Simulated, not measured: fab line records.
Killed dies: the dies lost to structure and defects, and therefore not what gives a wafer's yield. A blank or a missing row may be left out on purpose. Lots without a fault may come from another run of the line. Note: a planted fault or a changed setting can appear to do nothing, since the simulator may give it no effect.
A lot that was struck, set against a sound lot / flow n5 finfet / 16 out of 1938 route steps
Sound: the wafers L997.2, L997.4, L997.6. The struck wafers were L116.1, L116.2, L116.5. Last of all comes the cause.
Order at every step that has rows: each side's tool, ch and its chambers, its first start. Under that, the readings that differ: sound wafers / struck wafers / difference of the means / sigmas: that difference in standard deviations of wafers without a fault.
alike: words and numbers the same on both sides, and readings whose means are apart by under 2 such deviations; not compared: readings that were withheld, readings missing a value for some wafer, numbers with overlapping values and no deviation given by the record, and bounds like >300 which may hide the same value.
The two part at a step that has a row with sigmas, a row that says differs or no value, or rows on one side only. When numbers do not overlap yet have no deviation, they are printed without sigmas and do not part them. Lack of a reading on every wafer of one side parts them only where that side has two or more wafers.

first, 5 steps without rows for these wafers: N5_BEOL_M4_ANNEAL_49 (time 240 s); N5_BEOL_M4_SPUTTER_79 (material Cu, target thk 4.5 nm, time 8.29 s); N5_BEOL_M4_ANNEAL_80 (time 240 s); N5_BEOL_M4_SPUTTER_81 (material Cu, target thk 4.5 nm, time 8.29 s); N5_BEOL_M4_ANNEAL_82 (time 240 s).
N5_BEOL_M4_SPUTTER_86: material Cu, target thk 4.5 nm, time 8.29 s.
  struck on pvd sputter-01, day 13 16:26; sound on pvd sputter-02, day 8 18:27
  alike: throttle valve pct
N5_BEOL_M4_ANNEAL_87: time 240 s.
  struck on pvd sputter-01, day 13 16:31; sound on pvd sputter-02, day 8 18:32
  alike: heater power w, susceptor temp C
N5_BEOL_M4_SPUTTER_88: material Cu, target thk 4.5 nm, time 8.29 s.
  struck on pvd sputter-01, day 13 16:39; sound on pvd sputter-02, day 8 18:40
  alike: throttle valve pct
then, 1 step without rows for these wafers: N5_BEOL_M4_ANNEAL_89 (time 240 s).
N5_BEOL_M4_SPUTTER_90: material Cu, target thk 4.5 nm, time 8.29 s.
  struck on pvd sputter-01, day 13 16:52; sound on pvd sputter-02, day 8 18:53
  alike: throttle valve pct
N5_BEOL_M4_ANNEAL_91: time 240 s.
  struck on pvd sputter-01, day 13 16:57; sound on pvd sputter-02, day 8 18:58
  alike: heater power w, susceptor temp C
then, 1 step without rows for these wafers: N5_BEOL_M4_SPUTTER_92 (material Cu, target thk 4.5 nm, time 8.29 s).
N5_BEOL_M4_ANNEAL_93: time 240 s.
  struck on pvd sputter-01, day 13 17:10; sound on pvd sputter-02, day 8 19:11
  no value came back on the struck wafers for heater power w (W), susceptor temp C (C); on the sound wafers heater power w (W) reads 764 901 896
then, 1 step without rows for these wafers: N5_BEOL_M4_SPUTTER_94 (material Cu, target thk 4.5 nm, time 8.29 s).
N5_BEOL_M4_RC_MEAS_101:
  sound on prober-02 ch 0, day 8 21:24; struck on prober-02 ch 0, day 13 18:38
  alike: DIBL_N, DIBL_P, IOFF_N, IOFF_P, ION_N, ION_P, SS_N, SS_P, VT_N, VT_P
after that, 1 step had no rows for these wafers: N5_PASSIVATION_PROBE_49.

== WHERE THEY PART ==
Only at N5_BEOL_M4_ANNEAL_93, within this record. Later steps at which nothing parts them and some readings are alike: N5_BEOL_M4_RC_MEAS_101.

WHY: the cause the simulator had injected
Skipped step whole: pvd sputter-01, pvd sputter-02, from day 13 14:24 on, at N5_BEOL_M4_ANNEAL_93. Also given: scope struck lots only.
